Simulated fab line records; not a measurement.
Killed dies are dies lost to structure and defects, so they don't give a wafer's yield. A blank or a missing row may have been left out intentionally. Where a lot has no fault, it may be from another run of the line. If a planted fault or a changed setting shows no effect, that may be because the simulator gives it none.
A lot that was struck, set against a sound lot | flow n5_finfet | 24 out of 1938 route steps
Sound: these wafers, L546.1, L546.3, L546.6. Struck: wafer L552.6 (L552.4, L552.5, from the same lot, were not struck and are left out); the cause is given at the end.
Each step with rows lists, per side, the tool, then ch with its chambers, then its first start. Under that, the readings that differ: sound wafers | struck wafers | difference of the means | sigmas: that difference in standard deviations of wafers without a fault.
alike: readings whose means differ by less than 2 such deviations, and words and numbers that are the same on both sides. not compared: withheld readings, readings that some wafer has no value for, bounds like >300 that may hide the same value, and numbers for which the record gives no deviation and whose values overlap.
The two part at a step that has a row with sigmas, a row that says differs or no value, or rows on one side only. Numbers that have no deviation but don't overlap get no sigmas and don't part them. Lack of a reading on every wafer of one side parts them only where that side has two or more wafers.

first, 11 steps without rows for these wafers: N5_BEOL_M7_ETCH_62 (etches SOC in N2/H2, target depth 110 nm, overetch 22 nm, time 165 s); N5_BEOL_M7_STRIP_68 (strips in N2/H2); N5_BEOL_M7_STRIP_67 (strips in CF4); N5_BEOL_M7_HM_OPEN_17 (chemistry Cl2/BCl3, target TiN, target depth 20 nm, overetch 6 nm); N5_BEOL_M7_STRIP_19 (strips in O2); N5_BEOL_M7_COAT_63 (time 60 s, resist thk 60 nm); N5_BEOL_M7_COAT_64 (time 60 s, resist thk 12 nm); N5_BEOL_M7_COAT_71 (time 60 s, resist thk 5 nm); N5_BEOL_M7_COAT_22 (resist thk 30 nm); N5_BEOL_M7_EBR_24; N5_BEOL_M7_SOFTBAKE_23 (time 60 s).
N5_BEOL_M7_EXPOSE_25: exposes mask V6, target cd 40 nm.
  sound on euv_scanner-02 ch 0, day 12 14:38; struck on euv_scanner-02 ch 0, day 13 14:02
  alike: mask, stage_msd_nm
then, 2 steps without rows for these wafers: N5_BEOL_M7_PEB_26 (peb time 60 s); N5_BEOL_M7_DEVELOP_27 (develop time 30 s).
N5_BEOL_M7_CD_MEAS_28: target cd 40 nm.
  sound on cd_sem-01 ch 0, day 12 14:46; struck on cd_sem-01 ch 0, day 13 14:08
  reading    | sound             | struck | difference | sigmas
  cd_nm (nm) | 40.02 40.10 39.58 | 38.30  | -1.60      | -6
N5_BEOL_M7_DESCUM_33: chemistry O2, time 7 s.
  sound on rie_diel-04 ch 0,3, day 12 15:04; struck on rie_diel-05 ch 1, day 13 14:32
  reading                  | sound        | struck | difference | sigmas
  model.BEOL_M7.cd_nm (nm) | 39.8 40.2 40 | 38.6   | -1.4       |
  alike: chamber_pressure_mTorr, drypump_motor_current_A, oes_product_au, rf_fwd_power_W, rf_vpp_V, showerhead_plenum_p_Torr, temp_c, throttle_valve_pct
  not compared: rf_hours_counter_h
then, 5 steps without rows for these wafers: N5_BEOL_M7_ETCH_72 (etches underlayer in N2/H2, target depth 6.5 nm, time 5.2 s); N5_BEOL_M7_ETCH_65 (etches SiARC in CF4, target depth 15.6 nm, time 26 s); N5_BEOL_M7_ETCH_66 (etches SOC in N2/H2, target depth 80 nm, overetch 16 nm, time 120 s); N5_BEOL_M7_STRIP_69 (strips in N2/H2); N5_BEOL_M7_STRIP_73 (strips in N2/H2).
N5_BEOL_M7_VIA_ETCH_34: etches SiCOH lowk in C4F6/O2, target depth 125.5 nm, time 50.5 s.
  sound on rie_diel-04 ch 0,3, day 12 15:14; struck on rie_diel-05 ch 1, day 13 14:43
  reading                  | sound        | struck | difference | sigmas
  model.BEOL_M7.cd_nm (nm) | 39.6 40 39.8 | 38.6   | -1.2       |
  alike: chamber_pressure_mTorr, drypump_motor_current_A, oes_o_777_au, oes_product_au, rf_fwd_power_W, rf_vpp_V, showerhead_plenum_p_Torr, throttle_valve_pct
  not compared: rf_hours_counter_h
then, 1 step without rows for these wafers: N5_BEOL_M7_STRIP_76 (strips in C4F6/O2).
N5_PASSIVATION_PROBE_49:
  the record has rows for the sound wafers here (prober-02, day 15 20:27) and none for the struck ones

## WHERE THEY PART
At N5_BEOL_M7_CD_MEAS_28 first; at N5_PASSIVATION_PROBE_49 last (within this record only).

WHY: what the simulator had put in
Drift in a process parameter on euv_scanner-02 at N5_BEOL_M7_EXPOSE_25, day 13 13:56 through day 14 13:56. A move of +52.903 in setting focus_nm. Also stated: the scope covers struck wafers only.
